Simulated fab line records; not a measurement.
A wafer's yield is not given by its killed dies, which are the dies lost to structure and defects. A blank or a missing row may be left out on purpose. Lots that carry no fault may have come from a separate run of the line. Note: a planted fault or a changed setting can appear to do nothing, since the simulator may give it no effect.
The tool behind it: which one? || flow nand_harc || 33 wafers from 11 lots sampled at 6 of the route's 1159 steps

== WHAT THE GAUGES READ, wafer by wafer ==
NHARC_P_M0_OVL_MEAS_10: pitch 180 nm.
{"lot": "L774", "measured": "day 5 14:50", "on": "overlay-02", "overlay_x_nm (nm)": "1.4 1.6 1.3", "overlay_y_nm (nm)": "-0.1 0.1 -0.7"}
{"lot": "L775", "measured": "day 6 04:59", "on": "overlay-01", "overlay_x_nm (nm)": "-0.6 0.5 0.5", "overlay_y_nm (nm)": "0.6 0.1 0.3"}
{"lot": "L779", "measured": "day 7 09:01", "on": "overlay-02", "overlay_x_nm (nm)": "-0.8 -0.6 -1.1", "overlay_y_nm (nm)": "-0.6 -1.3 -0.9"}
{"lot": "L781", "measured": "day 7 13:37", "on": "overlay-02", "overlay_x_nm (nm)": "0.5 0.9 1.0", "overlay_y_nm (nm)": "0.1 0.0 -0.4"}
{"lot": "L782", "measured": "day 7 17:03", "on": "overlay-02", "overlay_x_nm (nm)": "0.3 1.0 0.8", "overlay_y_nm (nm)": "-0.6 -0.8 -0.5"}
{"lot": "L783", "measured": "day 7 17:12", "on": "overlay-02", "overlay_x_nm (nm)": "0.9 0.7 0.8", "overlay_y_nm (nm)": "0.0 -0.2 -0.3"}
{"lot": "L784", "measured": "day 8 09:08", "on": "overlay-01", "overlay_x_nm (nm)": "-0.8 -0.2 -0.2", "overlay_y_nm (nm)": "-1.3 -0.7 -1.2"}
{"lot": "L790", "measured": "day 9 21:15", "on": "overlay-02", "overlay_x_nm (nm)": "0.5 0.8 0.4", "overlay_y_nm (nm)": "-0.1 -0.7 -0.6"}
{"lot": "L792", "measured": "day 10 00:23", "on": "overlay-02", "overlay_x_nm (nm)": "-1.2 -1.5 -1.7", "overlay_y_nm (nm)": "0.1 0.1 0.0"}
{"lot": "L793", "measured": "day 10 07:25", "on": "overlay-01", "overlay_x_nm (nm)": "-0.6 0.0 -0.6", "overlay_y_nm (nm)": "-1.0 -0.2 0.0"}
{"lot": "L796", "measured": "day 11 06:32", "on": "overlay-01", "overlay_x_nm (nm)": "0.1 -0.2 0.0", "overlay_y_nm (nm)": "0.8 0.8 0.3"}

NHARC_P_M1_CD_MEAS_09: the cd target is 130 nm.
{"lot": "L774", "measured": "day 5 19:08", "on": "cd_sem-03", "cd_nm (nm)": "131.3 130.8 131.1"}
{"lot": "L775", "measured": "day 6 08:57", "on": "cd_sem-03", "cd_nm (nm)": "131.0 130.6 131.0"}
{"lot": "L779", "measured": "day 7 13:02", "on": "cd_sem-03", "cd_nm (nm)": "128.8 129.1 129.9"}
{"lot": "L781", "measured": "day 7 17:51", "on": "cd_sem-03", "cd_nm (nm)": "129.7 130.4 130.6"}
{"lot": "L782", "measured": "day 7 21:01", "on": "cd_sem-02", "cd_nm (nm)": "129.7 129.6 128.9"}
{"lot": "L783", "measured": "day 7 21:20", "on": "cd_sem-02", "cd_nm (nm)": "130.5 131.1 130.0"}
{"lot": "L784", "measured": "day 8 13:10", "on": "cd_sem-02", "cd_nm (nm)": "129.5 130.5 130.2"}
{"lot": "L790", "measured": "day 10 02:11", "on": "cd_sem-01", "cd_nm (nm)": "166.1 165.7 166.1"}
{"lot": "L792", "measured": "day 10 04:25", "on": "cd_sem-02", "cd_nm (nm)": "165.2 166.1 166.8"}
{"lot": "L793", "measured": "day 10 12:15", "on": "cd_sem-02", "cd_nm (nm)": "167.0 166.6 166.4"}
{"lot": "L796", "measured": "day 11 10:26", "on": "cd_sem-03", "cd_nm (nm)": "130.2 129.5 129.3"}

NHARC_P_M1_OVL_MEAS_10: pitch 260 nm.
{"lot": "L774", "measured": "day 5 19:14", "on": "overlay-01", "overlay_x_nm (nm)": "1.0 1.0 0.0", "overlay_y_nm (nm)": "1.1 1.4 1.3"}
{"lot": "L775", "measured": "day 6 09:02", "on": "overlay-01", "overlay_x_nm (nm)": "0.3 -1.0 0.0", "overlay_y_nm (nm)": "-0.3 0.2 0.1"}
{"lot": "L779", "measured": "day 7 13:07", "on": "overlay-02", "overlay_x_nm (nm)": "-1.3 -0.4 -0.7", "overlay_y_nm (nm)": "-0.3 -0.3 0.0"}
{"lot": "L781", "measured": "day 7 17:56", "on": "overlay-01", "overlay_x_nm (nm)": "-0.2 -0.3 -0.6", "overlay_y_nm (nm)": "-0.7 -1.4 -0.7"}
{"lot": "L782", "measured": "day 7 21:07", "on": "overlay-02", "overlay_x_nm (nm)": "-0.1 -0.1 -0.1", "overlay_y_nm (nm)": "0.0 -0.3 -0.2"}
{"lot": "L783", "measured": "day 7 21:25", "on": "overlay-02", "overlay_x_nm (nm)": "1.6 1.3 1.0", "overlay_y_nm (nm)": "-1.0 -1.2 -1.5"}
{"lot": "L784", "measured": "day 8 13:16", "on": "overlay-01", "overlay_x_nm (nm)": "1.1 1.5 0.5", "overlay_y_nm (nm)": "-0.6 -0.8 0.1"}
{"lot": "L790", "measured": "day 10 02:16", "on": "overlay-02", "overlay_x_nm (nm)": "-0.2 -0.1 -0.1", "overlay_y_nm (nm)": "0.0 -0.1 -0.2"}
{"lot": "L792", "measured": "day 10 04:31", "on": "overlay-02", "overlay_x_nm (nm)": "0.4 -0.1 0.2", "overlay_y_nm (nm)": "-0.7 -0.5 -0.7"}
{"lot": "L793", "measured": "day 10 12:20", "on": "overlay-01", "overlay_x_nm (nm)": "0.7 0.6 0.5", "overlay_y_nm (nm)": "0.1 0.1 -0.3"}
{"lot": "L796", "measured": "day 11 10:32", "on": "overlay-01", "overlay_x_nm (nm)": "0.6 1.0 0.8", "overlay_y_nm (nm)": "0.0 0.1 0.2"}

NHARC_END_SORT_01.
{"lot": "L793", "measured": "day 23 19:44", "on": "prober-02", "defect_limited_yield (%)": 91.9, "killed_at_array": 46, "killed_at_other": 2, "killed_at_periphery": 7, "killed_dies": 55, "killed_open": 4, "killed_short": 5, "sort_bin_2_pct (%)": 2.7, "sort_bin_3_pct (%)": 0.44, "sort_bin_4_pct (%)": 5.0, "sort_n_pass": 622, "sort_rim_yield_pct (%)": 90.6, "sort_yield_pct (%)": 91.9}

== EACH LOT AND THE TOOL THAT RAN IT (in order: tool; ch and the chambers of the sampled wafers; start) ==
{"lot": "L774", "NHARC_P_M1_PEB_07": "litho_track-01 ch 0, day 5 19:04", "NHARC_P_M1_DESCUM_14": "rie_diel-12 ch 0,2,3, day 5 19:20"}
{"lot": "L775", "NHARC_P_M1_PEB_07": "litho_track-04 ch 0, day 6 08:52", "NHARC_P_M1_DESCUM_14": "rie_diel-12 ch 0,3, day 6 09:08"}
{"lot": "L779", "NHARC_P_M1_PEB_07": "litho_track-01 ch 0, day 7 12:57", "NHARC_P_M1_DESCUM_14": "rie_diel-08 ch 1,3, day 7 13:13"}
{"lot": "L781", "NHARC_P_M1_PEB_07": "litho_track-06 ch 0, day 7 17:46", "NHARC_P_M1_DESCUM_14": "rie_diel-08 ch 0,2, day 7 18:02"}
{"lot": "L782", "NHARC_P_M1_PEB_07": "litho_track-01 ch 0, day 7 20:56", "NHARC_P_M1_DESCUM_14": "rie_diel-12 ch 0,3, day 7 21:12"}
{"lot": "L783", "NHARC_P_M1_PEB_07": "litho_track-06 ch 0, day 7 21:15", "NHARC_P_M1_DESCUM_14": "rie_diel-08 ch 0,1,2, day 7 21:32"}
{"lot": "L784", "NHARC_P_M1_PEB_07": "litho_track-06 ch 0, day 8 13:05", "NHARC_P_M1_DESCUM_14": "rie_diel-08 ch 1,3, day 8 13:22"}
{"lot": "L790", "NHARC_P_M1_PEB_07": "litho_track-01 ch 0, day 10 02:06", "NHARC_P_M1_DESCUM_14": "rie_diel-04 ch 0,1,2, day 10 02:22"}
{"lot": "L792", "NHARC_P_M1_PEB_07": "litho_track-01 ch 0, day 10 04:20", "NHARC_P_M1_DESCUM_14": "rie_diel-12 ch 0,2,3, day 10 04:37"}
{"lot": "L793", "NHARC_P_M1_PEB_07": "litho_track-01 ch 0, day 10 12:11", "NHARC_P_M1_DESCUM_14": "rie_diel-08 ch 0,1,2, day 10 12:27"}
{"lot": "L796", "NHARC_P_M1_PEB_07": "litho_track-06 ch 0, day 11 10:22", "NHARC_P_M1_DESCUM_14": "rie_diel-04 ch 0,1,3, day 11 10:39"}
- NHARC_P_M1_PEB_07: peb time 65 s.
- NHARC_P_M1_DESCUM_14: chemistry O2, time 3 s.

== WHAT THE TOOLS THEMSELVES READ (means of the sampled wafers that have a number; where no wafer has one, the mark that the record gives instead) ==
NHARC_P_M1_PEB_07.
{"lot": "L774", "tool": "litho_track-01", "chill_plate_temp_C (C)": 23.13, "heater_power_total_W (W)": 156.6, "plate_temp_C (C)": 99.86}
{"lot": "L775", "tool": "litho_track-04", "chill_plate_temp_C (C)": 23.05, "heater_power_total_W (W)": 156.6, "plate_temp_C (C)": 99.90}
{"lot": "L779", "tool": "litho_track-01", "chill_plate_temp_C (C)": 22.86, "heater_power_total_W (W)": 156.5, "plate_temp_C (C)": 100.10}
{"lot": "L781", "tool": "litho_track-06", "chill_plate_temp_C (C)": 23.03, "heater_power_total_W (W)": 156.6, "plate_temp_C (C)": 99.99}
{"lot": "L782", "tool": "litho_track-01", "chill_plate_temp_C (C)": 23.20, "heater_power_total_W (W)": 156.9, "plate_temp_C (C)": 100.06}
{"lot": "L783", "tool": "litho_track-06", "chill_plate_temp_C (C)": 22.98, "heater_power_total_W (W)": 156.7, "plate_temp_C (C)": 99.97}
{"lot": "L784", "tool": "litho_track-06", "chill_plate_temp_C (C)": 22.97, "heater_power_total_W (W)": 156.6, "plate_temp_C (C)": 100.01}
{"lot": "L790", "tool": "litho_track-01", "chill_plate_temp_C (C)": 22.98, "heater_power_total_W (W)": 186.9, "plate_temp_C (C)": 114.09}
{"lot": "L792", "tool": "litho_track-01", "chill_plate_temp_C (C)": 22.90, "heater_power_total_W (W)": 186.6, "plate_temp_C (C)": 113.95}
{"lot": "L793", "tool": "litho_track-01", "chill_plate_temp_C (C)": 22.99, "heater_power_total_W (W)": 187.1, "plate_temp_C (C)": 113.89}
{"lot": "L796", "tool": "litho_track-06", "chill_plate_temp_C (C)": 23.04, "heater_power_total_W (W)": 156.3, "plate_temp_C (C)": 99.82}

NHARC_P_M1_DESCUM_14.
{"lot": "L774", "tool": "rie_diel-12", "drypump_motor_current_A (A)": 6.0, "o2_flow_sccm (sccm)": 199.6, "oes_product_au (a.u.)": 0.999, "rf_vpp_V (V)": 57.8, "showerhead_plenum_p_Torr (Torr)": 1.96, "throttle_valve_pct (%)": 11.309}
{"lot": "L775", "tool": "rie_diel-12", "drypump_motor_current_A (A)": 6.0, "o2_flow_sccm (sccm)": 199.8, "oes_product_au (a.u.)": 1.004, "rf_vpp_V (V)": 57.6, "showerhead_plenum_p_Torr (Torr)": 1.91, "throttle_valve_pct (%)": 11.313}
{"lot": "L779", "tool": "rie_diel-08", "drypump_motor_current_A (A)": 5.4, "o2_flow_sccm (sccm)": 199.9, "oes_product_au (a.u.)": 1.005, "rf_vpp_V (V)": 57.9, "showerhead_plenum_p_Torr (Torr)": 1.96, "throttle_valve_pct (%)": 11.308}
{"lot": "L781", "tool": "rie_diel-08", "drypump_motor_current_A (A)": 5.2, "o2_flow_sccm (sccm)": 200.0, "oes_product_au (a.u.)": 0.991, "rf_vpp_V (V)": 58.8, "showerhead_plenum_p_Torr (Torr)": 1.99, "throttle_valve_pct (%)": 11.310}
{"lot": "L782", "tool": "rie_diel-12", "drypump_motor_current_A (A)": 6.0, "o2_flow_sccm (sccm)": 200.3, "oes_product_au (a.u.)": 1.004, "rf_vpp_V (V)": 57.4, "showerhead_plenum_p_Torr (Torr)": 1.90, "throttle_valve_pct (%)": 11.314}
{"lot": "L783", "tool": "rie_diel-08", "drypump_motor_current_A (A)": 5.2, "o2_flow_sccm (sccm)": 200.2, "oes_product_au (a.u.)": 0.989, "rf_vpp_V (V)": 58.0, "showerhead_plenum_p_Torr (Torr)": 1.97, "throttle_valve_pct (%)": 11.309}
{"lot": "L784", "tool": "rie_diel-08", "drypump_motor_current_A (A)": 5.4, "o2_flow_sccm (sccm)": 200.1, "oes_product_au (a.u.)": 0.996, "rf_vpp_V (V)": 57.9, "showerhead_plenum_p_Torr (Torr)": 1.96, "throttle_valve_pct (%)": 11.314}
{"lot": "L790", "tool": "rie_diel-04", "drypump_motor_current_A (A)": 5.5, "o2_flow_sccm (sccm)": 200.0, "oes_product_au (a.u.)": 0.998, "rf_vpp_V (V)": 57.3, "showerhead_plenum_p_Torr (Torr)": 1.88, "throttle_valve_pct (%)": 11.312}
{"lot": "L792", "tool": "rie_diel-12", "drypump_motor_current_A (A)": 6.0, "o2_flow_sccm (sccm)": 199.8, "oes_product_au (a.u.)": 1.002, "rf_vpp_V (V)": 57.5, "showerhead_plenum_p_Torr (Torr)": 1.96, "throttle_valve_pct (%)": 11.312}
{"lot": "L793", "tool": "rie_diel-08", "drypump_motor_current_A (A)": 5.2, "o2_flow_sccm (sccm)": 200.1, "oes_product_au (a.u.)": 1.003, "rf_vpp_V (V)": 57.2, "showerhead_plenum_p_Torr (Torr)": 1.97, "throttle_valve_pct (%)": 11.312}
{"lot": "L796", "tool": "rie_diel-04", "drypump_motor_current_A (A)": 5.9, "o2_flow_sccm (sccm)": 200.3, "oes_product_au (a.u.)": 0.997, "rf_vpp_V (V)": 57.4, "showerhead_plenum_p_Torr (Torr)": 1.86, "throttle_valve_pct (%)": 11.319}

== THE ANSWER, worked out from the rows above alone ==
Rule: the lots themselves supply what counts as usual. Put in order of their means at a reading, lots are off if they are a third of the lots or fewer, leave a main group of 4 or more, and stand apart from it by a gap of 3 or more times the standard deviation of the main group's means; of several such gaps the widest counts. If all means in a main group match to the digits the tables above print for the reading, that group is not used. A lot without any number at a reading at which 4 lots or more have one is off too. Any other lot the step has rows for is counted as sound. Order of review: gauges by route order, followed by the tools' own readings, for which a lot's mean as printed above is used. The first step at which some lot is off is used, and at that step the reading that is off furthest; a lot without a number counts as furthest.
Off at NHARC_P_M1_CD_MEAS_09 (cd_nm): L790, L792, L793. The main group has a mean of 130.1 nm with a standard deviation of 0.62.
If a tool, at a process step before that reading, ran all the lots that are off and no sound lot after the first of them, it fits. The gauges at NHARC_P_M1_CD_MEAS_09 aren't tried: what is off there is off at NHARC_P_M1_PEB_07 too, on other tools, and a gauge's error can't cause that. One candidate fits, namely litho_track-01 at NHARC_P_M1_PEB_07. Its last sound lot is L782 (day 7 20:56), its first lot that is off L790 (day 10 02:06): a fault that began between those two fits.
The tool's own readings at NHARC_P_M1_PEB_07 bear it out: on the lots that are off they differ by more than 5 times the standard deviation of the sound lots' means. heater_power_total_W reads 186.9 W there against 156.6 W on the sound lots; plate_temp_C reads 113.98 C there against 99.96 C on the sound lots.

== WHAT THE SIMULATOR HAD INSERTED ==
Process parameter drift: litho_track-01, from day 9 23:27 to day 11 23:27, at NHARC_P_M1_PEB_07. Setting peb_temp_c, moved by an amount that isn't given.
Lots struck among those shown: L790, L792, L793. This agrees with what the rule above found.
